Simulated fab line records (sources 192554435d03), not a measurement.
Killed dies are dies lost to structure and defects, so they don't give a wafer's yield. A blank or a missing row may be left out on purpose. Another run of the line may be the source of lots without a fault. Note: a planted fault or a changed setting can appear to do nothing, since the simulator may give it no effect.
fab line records ; flow n5-finfet
record: lots: 14; wafers: 42; last-day: 20
route steps=1938 shown BEOL_M2@917 BEOL_M3@931 BEOL_M4@1111
lots with no fault: from the same line, run without faults
start-h: hours from the record's opening day to when the first of the lot's shown wafers began ; wait-h: hours from the lot's prior step to this one ; " repeats the value in the row above ; L1.1+2: several wafers, shown together as one row ; - no value, or no start given ; * or withheld: withheld ; < > ~ a bound
route shown NAME@n: NAME is a module with steps in the file, n the number in the route of the first one ; usual: mean and standard deviation over wafers with no fault ; same: alike in all rows ; chamber/n: place in a boat ; sites: the reading at each site ; _std_site: the values' standard deviation ; _edge_site: inner sites' mean taken away from outer sites' mean ; radius-mm: how far each site lies from the wafer's centre ; mask NAME#n: copy n ; behind: the most recent tool/chamber to have shaped the wafer ; hold: why the lot was held/for how many hours/how that ended ; device: the transistor (n, p or np) that didn't switch ; end of line: tests of these same wafers at the route's end ; for a step that has no rows: nothing shown but its recipe ; killed: dies that structure and defects cost at the first sort, which is not the same as the wafer's yield ; map: per-die view of a wafer (x killed, . not killed, _ where there is no die)
set.NAME: the setting the step ran with; set.NAME@STEP: the setting that earlier step ran with ; model.NAME: the simulator's own value behind a step, which no gauge read
route steps across a sampled set of lots; one table per step, one row per wafer
services: the hour from which a tool's chamber was out of use, counted from the record's first day as start-h (under 0 if before that day), plus the number of hours and why
== steps ==
step: N5_BEOL_M2_ANNEAL_93
recipe: temp-c: 400; time-s: 240; ambient: vacuum
usual: heater-power-w: 825/50; susceptor-temp-C: 399.95/0.23
same: time-s: 240
lot.wafer;tool;chamber;start-h;wait-h;heater-power-w;susceptor-temp-C
L608.1;pvd-sputter-02;-;153.47;0.0;880;400.15
L608.4;pvd-sputter-02;-;153.47;0.0;867;399.93
L608.6;pvd-sputter-02;-;153.47;0.0;883;400.08
L610.2;pvd-sputter-01;-;158.66;0.0;809;399.97
L610.3;pvd-sputter-01;-;158.66;0.0;826;400.36
L610.5;pvd-sputter-01;-;158.66;0.0;791;399.60
L613.4;pvd-sputter-01;-;174.32;0.0;856;400.05
L613.5;pvd-sputter-01;-;174.32;0.0;735;399.99
L613.6;pvd-sputter-01;-;174.32;0.0;845;399.78
L611.1;pvd-sputter-03;-;176.10;0.0;889;400.10
L611.4;pvd-sputter-03;-;176.10;0.0;749;400.28
L611.5;pvd-sputter-03;-;176.10;0.0;801;399.69
L612.1;pvd-sputter-02;-;182.26;0.0;863;399.95
L612.4;pvd-sputter-02;-;182.26;0.0;866;400.31
L612.6;pvd-sputter-02;-;182.26;0.0;799;400.06
L615.1;pvd-sputter-02;-;198.78;0.0;880;400.20
L615.4;pvd-sputter-02;-;198.78;0.0;792;399.69
L615.5;pvd-sputter-02;-;198.78;0.0;780;399.87
L614.2;pvd-sputter-02;-;203.60;0.0;888;400.14
L614.3;pvd-sputter-02;-;203.60;0.0;868;399.76
L614.6;pvd-sputter-02;-;203.60;0.0;863;400.14
L617.1;pvd-sputter-03;-;203.98;0.0;861;399.64
L617.4;pvd-sputter-03;-;203.98;0.0;788;399.93
L617.6;pvd-sputter-03;-;203.98;0.0;817;399.99
L616.1;pvd-sputter-01;-;222.54;0.0;827;399.96
L616.5;pvd-sputter-01;-;222.54;0.0;810;399.01
L616.6;pvd-sputter-01;-;222.54;0.0;846;399.91
L620.1;pvd-sputter-03;-;230.06;0.0;741;399.97
L620.4;pvd-sputter-03;-;230.06;0.0;809;399.87
L620.5;pvd-sputter-03;-;230.06;0.0;808;400.37
L621.4;pvd-sputter-01;-;230.21;0.0;842;399.92
L621.5;pvd-sputter-01;-;230.21;0.0;732;400.05
L621.6;pvd-sputter-01;-;230.21;0.0;859;400.17
L626.2;pvd-sputter-01;-;267.27;0.0;716;400.10
L626.4;pvd-sputter-01;-;267.27;0.0;856;399.97
L626.5;pvd-sputter-01;-;267.27;0.0;809;399.83
L629.1;pvd-sputter-03;-;294.93;0.0;746;399.83
L629.3;pvd-sputter-03;-;294.93;0.0;792;400.03
L629.6;pvd-sputter-03;-;294.93;0.0;766;400.11
L631.1;pvd-sputter-03;-;313.12;0.0;807;399.67
L631.2;pvd-sputter-03;-;313.12;0.0;804;400.08
L631.5;pvd-sputter-03;-;313.12;0.0;874;400.08
step: N5_BEOL_M2_SPUTTER_96
recipe: material: Cu; target-thk-a: 45; temp-c: -20; chamber-pressure-pa: 0.07; power-w: withheld; time-s: 8.29
usual: susceptor-temp-C: -20.02/0.1; throttle-valve-pct: 30.4/0.62
same: time-s: 8.29
lot.wafer;tool;chamber;start-h;wait-h;susceptor-temp-C;throttle-valve-pct
L608.1;pvd-sputter-02;-;153.83;0.1;-20.00;30.0
L608.4;pvd-sputter-02;-;153.83;0.1;-19.90;30.6
L608.6;pvd-sputter-02;-;153.83;0.1;-20.28;30.1
L610.2;pvd-sputter-01;-;159.02;0.1;-20.08;31.8
L610.3;pvd-sputter-01;-;159.02;0.1;-20.01;31.0
L610.5;pvd-sputter-01;-;159.02;0.1;-20.17;31.5
L613.4;pvd-sputter-01;-;174.68;0.1;-20.09;30.6
L613.5;pvd-sputter-01;-;174.68;0.1;-20.02;31.6
L613.6;pvd-sputter-01;-;174.68;0.1;-20.05;30.7
L611.1;pvd-sputter-03;-;176.46;0.1;-19.95;30.3
L611.4;pvd-sputter-03;-;176.46;0.1;-19.88;30.6
L611.5;pvd-sputter-03;-;176.46;0.1;-19.90;30.4
L612.1;pvd-sputter-02;-;182.62;0.1;-19.96;30.3
L612.4;pvd-sputter-02;-;182.62;0.1;-19.86;31.3
L612.6;pvd-sputter-02;-;182.62;0.1;-20.00;29.6
L615.1;pvd-sputter-02;-;199.14;0.1;-20.03;30.3
L615.4;pvd-sputter-02;-;199.14;0.1;-19.90;29.8
L615.5;pvd-sputter-02;-;199.14;0.1;-19.88;29.7
L614.2;pvd-sputter-02;-;203.96;0.1;-19.80;30.3
L614.3;pvd-sputter-02;-;203.96;0.1;-20.04;31.2
L614.6;pvd-sputter-02;-;203.96;0.1;-19.91;30.0
L617.1;pvd-sputter-03;-;204.34;0.1;-20.07;30.2
L617.4;pvd-sputter-03;-;204.34;0.1;-19.97;30.3
L617.6;pvd-sputter-03;-;204.34;0.1;-19.97;29.5
L616.1;pvd-sputter-01;-;222.90;0.1;-20.05;31.0
L616.5;pvd-sputter-01;-;222.90;0.1;-20.13;31.6
L616.6;pvd-sputter-01;-;222.90;0.1;-20.00;30.0
L620.1;pvd-sputter-03;-;230.42;0.1;-19.78;30.8
L620.4;pvd-sputter-03;-;230.42;0.1;-20.09;30.0
L620.5;pvd-sputter-03;-;230.42;0.1;-19.96;30.0
L621.4;pvd-sputter-01;-;230.57;0.1;-19.97;30.3
L621.5;pvd-sputter-01;-;230.57;0.1;-19.86;31.3
L621.6;pvd-sputter-01;-;230.57;0.1;-19.95;30.7
L626.2;pvd-sputter-01;-;267.63;0.1;-20.17;31.3
L626.4;pvd-sputter-01;-;267.63;0.1;-20.04;30.9
L626.5;pvd-sputter-01;-;267.63;0.1;-20.07;31.7
L629.1;pvd-sputter-03;-;295.29;0.1;-20.20;30.7
L629.3;pvd-sputter-03;-;295.29;0.1;-20.02;30.1
L629.6;pvd-sputter-03;-;295.29;0.1;-20.08;30.7
L631.1;pvd-sputter-03;-;313.48;0.1;-19.85;29.9
L631.2;pvd-sputter-03;-;313.48;0.1;-19.99;29.6
L631.5;pvd-sputter-03;-;313.48;0.1;-20.17;30.5
step: N5_BEOL_M3_ILD_DEP_00
recipe: material: SiOC; target-thk-a: 790; temp-c: 350; precursor: DEMS/O2; pressure-torr: 5; rf-w: 500; time-s: 15.3
usual: heater-power-w: 467/49; showerhead-plenum-p-Torr: 5.691/0.011; susceptor-temp-C: 350.03/0.19; throttle-valve-pct: 12.0/0.7
lot.wafer;tool;chamber;start-h;wait-h;heater-power-w;showerhead-plenum-p-Torr;susceptor-temp-C;throttle-valve-pct
L608.1;pecvd-01;1;155.00;0.0;501;5.687;349.83;13.6
L608.4;pecvd-01;0;155.00;0.0;430;5.685;349.87;12.1
L608.6;pecvd-01;2;155.00;0.0;393;5.701;349.90;11.2
L610.2;pecvd-02;2;160.15;0.0;419;5.680;349.85;11.4
L610.3;pecvd-02;0;160.15;0.0;557;5.691;350.13;11.6
L610.5;pecvd-02;1;160.15;0.0;467;5.687;350.18;11.5
L613.4;pecvd-01;0;175.87;0.1;474;5.689;349.98;11.9
L613.5;pecvd-01;1;175.87;0.1;456;5.686;350.17;13.7
L613.6;pecvd-01;2;175.87;0.1;480;5.691;349.61;11.4
L611.1;pecvd-01;1;177.57;0.0;495;5.679;350.32;13.7
L611.4;pecvd-01;2;177.57;0.0;475;5.702;350.28;11.5
L611.5;pecvd-01;0;177.57;0.0;399;5.695;350.09;11.8
L612.1;pecvd-01;0;183.74;0.0;474;5.700;350.17;11.9
L612.4;pecvd-01;2;183.74;0.0;453;5.702;350.12;11.1
L612.6;pecvd-01;1;183.74;0.0;521;5.691;350.21;13.8
L615.1;pecvd-01;0;200.25;0.0;419;5.689;350.15;11.8
L615.4;pecvd-01;2;200.25;0.0;401;5.694;350.20;11.0
L615.5;pecvd-01;1;200.25;0.0;523;5.679;349.85;13.7
L614.2;pecvd-02;0;205.07;0.0;546;5.697;350.51;11.6
L614.3;pecvd-02;1;205.07;0.0;418;5.696;350.13;11.7
L614.6;pecvd-02;0;205.07;0.0;567;5.698;350.46;11.7
L617.1;pecvd-01;2;205.45;0.0;393;5.703;350.37;11.3
L617.4;pecvd-01;2;205.45;0.0;410;5.723;350.20;11.4
L617.6;pecvd-01;1;205.45;0.0;515;5.690;350.16;13.8
L616.1;pecvd-01;0;224.06;0.0;453;5.687;349.97;12.1
L616.5;pecvd-01;0;224.06;0.0;463;5.690;350.02;12.1
L616.6;pecvd-01;1;224.06;0.0;482;5.685;349.76;13.6
L620.1;pecvd-02;1;231.57;0.0;441;5.692;350.33;11.8
L620.4;pecvd-02;0;231.57;0.0;575;5.704;349.86;11.7
L620.5;pecvd-02;1;231.57;0.0;453;5.683;350.09;11.7
L621.4;pecvd-02;2;231.73;0.1;452;5.684;349.66;12.0
L621.5;pecvd-02;1;231.73;0.1;434;5.703;350.22;11.4
L621.6;pecvd-02;0;231.73;0.1;574;5.718;350.13;11.7
L626.2;pecvd-02;2;271.46;0.0;433;5.679;349.94;12.1
L626.4;pecvd-02;0;271.46;0.0;572;5.708;350.23;11.8
L626.5;pecvd-02;1;271.46;0.0;424;5.688;349.77;11.7
L629.1;pecvd-02;2;297.12;0.0;451;5.691;350.04;11.9
L629.3;pecvd-02;1;297.12;0.0;461;5.684;-;11.9
L629.6;pecvd-02;2;297.12;0.0;441;5.684;349.86;12.1
L631.1;pecvd-02;2;314.68;0.0;485;5.688;349.80;12.0
L631.2;pecvd-02;1;314.68;0.0;438;5.691;350.08;11.7
L631.5;pecvd-02;0;314.68;0.0;550;5.703;-;11.7
step: N5_BEOL_M3_THK_MEAS_01
recipe: reads: SiOC_of_BEOL_M3_ILD_DEP_00
usual: M3_ILD_THK: 79.2/1.1
lot.wafer;tool;chamber;start-h;wait-h;M3_ILD_THK[nm]
L608.1;film-metro-02;-;155.07;0.0;78.4
L608.4;film-metro-02;-;155.07;0.0;79.8
L608.6;film-metro-02;-;155.07;0.0;80.2
L610.2;film-metro-02;-;160.22;0.1;78.3
L610.3;film-metro-02;-;160.22;0.1;79.0
L610.5;film-metro-02;-;160.22;0.1;79.8
L613.4;film-metro-01;-;175.92;0.0;79.8
L613.5;film-metro-01;-;175.92;0.0;80.5
L613.6;film-metro-01;-;175.92;0.0;80.5
L611.1;film-metro-02;-;177.64;0.0;78.7
L611.4;film-metro-02;-;177.64;0.0;80.9
L611.5;film-metro-02;-;177.64;0.0;79.6
L612.1;film-metro-01;-;183.80;0.0;77.4
L612.4;film-metro-01;-;183.80;0.0;80.1
L612.6;film-metro-01;-;183.80;0.0;78.2
L615.1;film-metro-02;-;200.31;0.0;79.1
L615.4;film-metro-02;-;200.31;0.0;80.6
L615.5;film-metro-02;-;200.31;0.0;81.1
L614.2;film-metro-02;-;205.15;0.1;78.8
L614.3;film-metro-02;-;205.15;0.1;79.0
L614.6;film-metro-02;-;205.15;0.1;79.2
L617.1;film-metro-01;-;205.51;0.0;79.5
L617.4;film-metro-01;-;205.51;0.0;79.3
L617.6;film-metro-01;-;205.51;0.0;78.6
L616.1;film-metro-01;-;224.13;0.0;77.6
L616.5;film-metro-01;-;224.13;0.0;79.1
L616.6;film-metro-01;-;224.13;0.0;80.3
L620.1;film-metro-01;-;231.64;0.0;78.0
L620.4;film-metro-01;-;231.64;0.0;80.5
L620.5;film-metro-01;-;231.64;0.0;80.1
L621.4;film-metro-01;-;231.78;0.0;79.5
L621.5;film-metro-01;-;231.78;0.0;80.6
L621.6;film-metro-01;-;231.78;0.0;80.5
L626.2;film-metro-02;-;271.53;0.1;76.8
L626.4;film-metro-02;-;271.53;0.1;78.3
L626.5;film-metro-02;-;271.53;0.1;77.6
L629.1;film-metro-01;-;297.18;0.0;78.5
L629.3;film-metro-01;-;297.18;0.0;49.9
L629.6;film-metro-01;-;297.18;0.0;78.8
L631.1;film-metro-02;-;314.75;0.0;76.8
L631.2;film-metro-02;-;314.75;0.0;77.6
L631.5;film-metro-02;-;314.75;0.0;49.1
step: N5_BEOL_M3_PECVD_72
recipe: material: SiO2; target-thk-a: 160; temp-c: 400; precursor: TEOS/O2; pressure-torr: 5.5; rf-w: 450; teos-flow-sccm: 53.8; gas: O2; flow-sccm: 3000; time-s: 18
usual: heater-power-w: 675/52; showerhead-plenum-p-Torr: 8.76/0.046; susceptor-temp-C: 400.02/0.21; throttle-valve-pct: 22.7/1.5
same: time-s: 18
lot.wafer;tool;chamber;start-h;wait-h;heater-power-w;showerhead-plenum-p-Torr;susceptor-temp-C;throttle-valve-pct
L608.1;pecvd-01;0;155.11;0.0;700;8.78;400.18;22.1
L608.4;pecvd-01;2;155.11;0.0;662;8.84;400.07;20.9
L608.6;pecvd-01;1;155.11;0.0;653;8.75;399.86;25.2
L610.2;pecvd-03;1;160.25;0.0;705;8.72;400.18;21.8
L610.3;pecvd-03;0;160.25;0.0;607;8.79;400.16;22.9
L610.5;pecvd-03;0;160.25;0.0;615;8.77;400.12;23.0
L613.4;pecvd-02;1;175.97;0.1;624;8.79;399.84;21.7
L613.5;pecvd-02;0;175.97;0.1;776;8.85;400.46;22.1
L613.6;pecvd-02;2;175.97;0.1;638;8.74;399.84;21.8
L611.1;pecvd-02;0;177.67;0.0;820;8.84;400.34;22.0
L611.4;pecvd-02;1;177.67;0.0;620;8.76;400.18;21.7
L611.5;pecvd-02;2;177.67;0.0;691;8.74;399.54;22.0
L612.1;pecvd-01;0;183.84;0.0;640;8.74;400.19;22.9
L612.4;pecvd-01;0;183.84;0.0;654;8.76;400.13;22.5
L612.6;pecvd-01;2;183.84;0.0;620;8.84;399.92;20.9
L615.1;pecvd-01;1;200.35;0.0;701;8.74;399.94;25.5
L615.4;pecvd-01;2;200.35;0.0;718;8.84;399.83;21.0
L615.5;pecvd-01;0;200.35;0.0;685;8.78;400.11;22.8
L614.2;pecvd-01;2;205.19;0.0;637;8.83;400.21;20.8
L614.3;pecvd-01;1;205.19;0.0;721;8.75;399.85;25.6
L614.6;pecvd-01;0;205.19;0.0;606;8.75;399.34;22.7
L617.1;pecvd-03;0;205.55;0.0;700;8.75;399.98;23.2
L617.4;pecvd-03;0;205.55;0.0;721;8.77;400.22;23.0
L617.6;pecvd-03;1;205.55;0.0;690;8.71;400.13;21.7
L616.1;pecvd-03;1;224.17;0.0;722;8.72;399.79;21.7
L616.5;pecvd-03;1;224.17;0.0;737;8.72;399.94;21.5
L616.6;pecvd-03;0;224.17;0.0;600;8.78;400.14;23.1
L620.1;pecvd-01;0;231.68;0.0;626;8.75;400.00;22.6
L620.4;pecvd-01;2;231.68;0.0;612;8.84;400.21;21.0
L620.5;pecvd-01;0;231.68;0.0;631;8.75;400.05;22.7
L621.4;pecvd-03;1;231.83;0.1;730;8.71;400.07;21.3
L621.5;pecvd-03;1;231.83;0.1;760;8.71;400.32;21.6
L621.6;pecvd-03;0;231.83;0.1;693;8.77;400.40;23.3
L626.2;pecvd-02;2;271.56;0.0;616;8.75;399.71;22.4
L626.4;pecvd-02;2;271.56;0.0;616;8.72;399.96;22.3
L626.5;pecvd-02;0;271.56;0.0;775;8.81;400.35;21.7
L629.1;pecvd-03;2;297.22;0.0;700;8.66;399.83;22.3
L629.3;pecvd-03;1;297.22;0.0;734;8.72;399.85;21.6
L629.6;pecvd-03;1;297.22;0.0;722;8.71;399.90;21.6
L631.1;pecvd-01;1;314.79;0.0;624;8.77;399.90;26.0
L631.2;pecvd-01;2;314.79;0.0;725;8.86;400.24;21.3
L631.5;pecvd-01;0;314.79;0.0;666;8.77;399.94;22.7
step: N5_BEOL_M4_RC_MEAS_101
usual: DIBL_N: 36.6/1.1; DIBL_P: 36.8/1.6; IOFF_N: 0.169/0.024; IOFF_P: 0.206/0.028; ION_N: 679/9.2; ION_P: 462/7; SS_N: 71.6/0.57; SS_P: 73.3/0.57; VT_N: 248.8/2.4; VT_P: -251/3
lot.wafer;tool;chamber;start-h;wait-h;DIBL_N[mV/V];DIBL_P[mV/V];IOFF_N[nA/um];IOFF_P[nA/um];ION_N[uA/um];ION_P[uA/um];SS_N[mV/dec];SS_P[mV/dec];VT_N[mV];VT_P[mV]
L608.1;prober-02;0;193.26;0.0;36.5;36.2;0.161;0.177;674;462;70.6;73.1;248.3;-256
L608.4;prober-02;0;193.26;0.0;36.5;36.3;0.161;0.175;688;460;71.0;73.1;249.3;-255
L608.6;prober-02;0;193.26;0.0;34.9;33.7;0.131;0.148;659;453;70.3;72.7;254.6;-258
L610.2;prober-02;0;196.26;0.2;38.0;36.6;0.222;0.228;689;460;72.8;73.8;244.6;-247
L610.3;prober-02;0;196.26;0.2;35.2;33.2;0.158;0.176;684;460;71.6;72.5;246.5;-251
L610.5;prober-02;0;196.26;0.2;36.1;34.4;0.171;0.189;677;462;71.7;73.7;247.0;-251
L613.4;prober-02;0;222.92;0.5;36.6;38.2;0.165;0.221;691;468;71.3;72.3;248.0;-249
L613.5;prober-02;0;222.92;0.5;35.6;36.9;0.140;0.201;668;465;71.5;72.2;250.8;-251
L613.6;prober-02;0;222.92;0.5;38.0;39.2;0.183;0.234;683;473;72.2;73.5;250.1;-248
L611.1;prober-01;0;224.32;0.0;35.8;35.8;0.138;0.190;671;462;71.0;73.5;252.2;-252
L611.4;prober-01;0;224.32;0.0;36.5;37.8;0.158;0.219;678;464;70.8;73.9;248.2;-252
L611.5;prober-01;0;224.32;0.0;36.6;37.3;0.155;0.197;674;463;70.9;72.4;248.5;-253
L612.1;prober-02;0;229.51;0.0;36.5;39.0;0.202;0.228;691;468;72.6;74.4;246.6;-251
L612.4;prober-02;0;229.51;0.0;36.4;39.1;0.185;0.222;682;463;72.5;73.7;250.5;-251
L612.6;prober-02;0;229.51;0.0;37.8;39.4;0.219;0.236;681;461;72.2;74.2;246.0;-254
L615.1;prober-01;0;229.78;0.0;35.9;35.2;0.157;0.194;667;455;71.5;74.3;252.4;-250
L615.4;prober-01;0;229.78;0.0;34.6;34.0;0.146;0.183;668;458;71.5;73.1;249.2;-252
L615.5;prober-01;0;229.78;0.0;35.4;35.5;0.165;0.200;667;457;72.4;73.9;248.4;-252
L614.2;prober-01;0;233.59;0.2;37.4;38.7;0.190;0.251;677;464;71.4;73.9;244.4;-251
L614.3;prober-01;0;233.59;0.2;38.6;38.5;0.212;0.245;680;461;72.2;74.0;247.3;-246
L614.6;prober-01;0;233.59;0.2;37.8;38.2;0.190;0.239;691;466;71.9;74.2;246.7;-249
L617.1;prober-01;0;245.23;0.0;36.7;35.7;0.153;0.236;683;475;71.3;72.6;246.7;-247
L617.4;prober-01;0;245.23;0.0;35.7;33.7;0.143;0.199;683;467;71.4;72.7;246.6;-253
L617.6;prober-01;0;245.23;0.0;38.2;38.3;0.195;0.275;688;480;71.7;73.3;245.8;-246
L616.1;prober-01;0;255.04;0.0;36.8;37.0;0.172;0.218;672;463;72.4;73.1;249.1;-250
L616.5;prober-01;0;255.04;0.0;36.6;37.1;0.165;0.223;676;462;71.9;73.4;246.9;-251
L616.6;prober-01;0;255.04;0.0;36.8;37.6;0.181;0.231;693;468;71.9;72.8;246.2;-251
L620.1;prober-02;0;265.58;0.0;37.6;37.7;0.163;0.228;664;462;72.5;73.2;249.0;-248
L620.4;prober-02;0;265.58;0.0;38.2;38.5;0.178;0.236;679;469;71.9;73.2;251.6;-249
L620.5;prober-02;0;265.58;0.0;37.5;37.5;0.157;0.213;682;466;71.6;73.4;249.4;-248
L621.4;prober-01;0;270.94;0.5;36.2;35.4;0.149;0.191;677;461;70.7;73.2;248.8;-249
L621.5;prober-01;0;270.94;0.5;37.5;37.1;0.177;0.219;695;466;71.7;73.8;251.3;-248
L621.6;prober-01;0;270.94;0.5;35.9;34.9;0.145;0.186;674;461;71.4;73.6;251.4;-253
L626.2;prober-01;0;304.94;0.2;36.6;36.3;0.168;0.195;676;460;71.5;73.1;247.7;-249
L626.4;prober-01;0;304.94;0.2;38.3;37.9;0.202;0.221;680;467;71.9;73.3;247.3;-250
L626.5;prober-01;0;304.94;0.2;38.3;38.0;0.201;0.219;678;461;72.1;73.6;246.5;-249
L629.1;prober-02;0;339.08;0.0;35.1;35.8;0.150;0.162;672;450;71.7;73.1;249.1;-257
L629.6;prober-02;0;339.08;0.0;36.7;37.9;0.179;0.186;685;456;71.0;74.1;247.0;-256
L631.1;prober-02;0;349.03;0.0;35.9;36.9;0.140;0.171;673;455;70.7;72.8;255.4;-252
L631.2;prober-02;0;349.03;0.0;36.3;37.3;0.143;0.179;675;460;71.4;72.9;252.2;-253
== services ==
tool;chamber;start-h;hours;kind
pecvd-02;0;130.22;19.4;repair
pvd-sputter-01;-;137.31;1.3;repair
pecvd-02;0;152.72;2.1;scheduled-down
pecvd-01;1;155.91;5.5;scheduled-down
pvd-sputter-03;-;164.50;2.8;repair
pecvd-01;2;172.57;2.1;scheduled-down
pecvd-03;-;174.30;14.6;pm
pecvd-02;-;190.02;14.6;pm
pecvd-03;1;192.86;2.1;scheduled-down
pecvd-03;2;212.06;18.9;repair
pecvd-02;0;215.90;2.2;repair
pecvd-03;-;270.21;0.6;repair
pecvd-03;2;281.38;5.5;scheduled-down
pvd-sputter-02;-;295.39;5.2;repair
pecvd-03;0;296.00;7.2;repair
== key ==
first-sign: step: N5_BEOL_M3_THK_MEAS_01; reading: M3_ILD_THK; direction: down; sigmas: 27; usual: 79.2; struck: 49.5
effect none on later readings
met-at N5_BEOL_M3_ILD_DEP_00
struck-lots L629,L631
struck-wafers L629.3,L631.5
later-rows-left-out L629.3,L631.5
sort-left-out L629.3,L631.5
not-acting-at N5_BEOL_M2_ANNEAL_93,N5_BEOL_M2_SPUTTER_96,N5_BEOL_M3_PECVD_72
onset-between 271.46 297.12
fault: kind: process-parameter-drift; tool: pecvd-02; chamber: -; onset-h: 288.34; steps: N5_BEOL_M3_ILD_DEP_00; channel: time-s; offset: *; shape: step; end-h: 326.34; scope: struck-wafers-only; acts-in: *; stated: *
sort-left-out: the simulated sort isn't trusted on such a fault, so these wafers' sort isn't shown, and their yield isn't known
later-rows-left-out: the simulator's readings of these wafers behind a module that went badly wrong aren't trusted and aren't shown, but for the sort
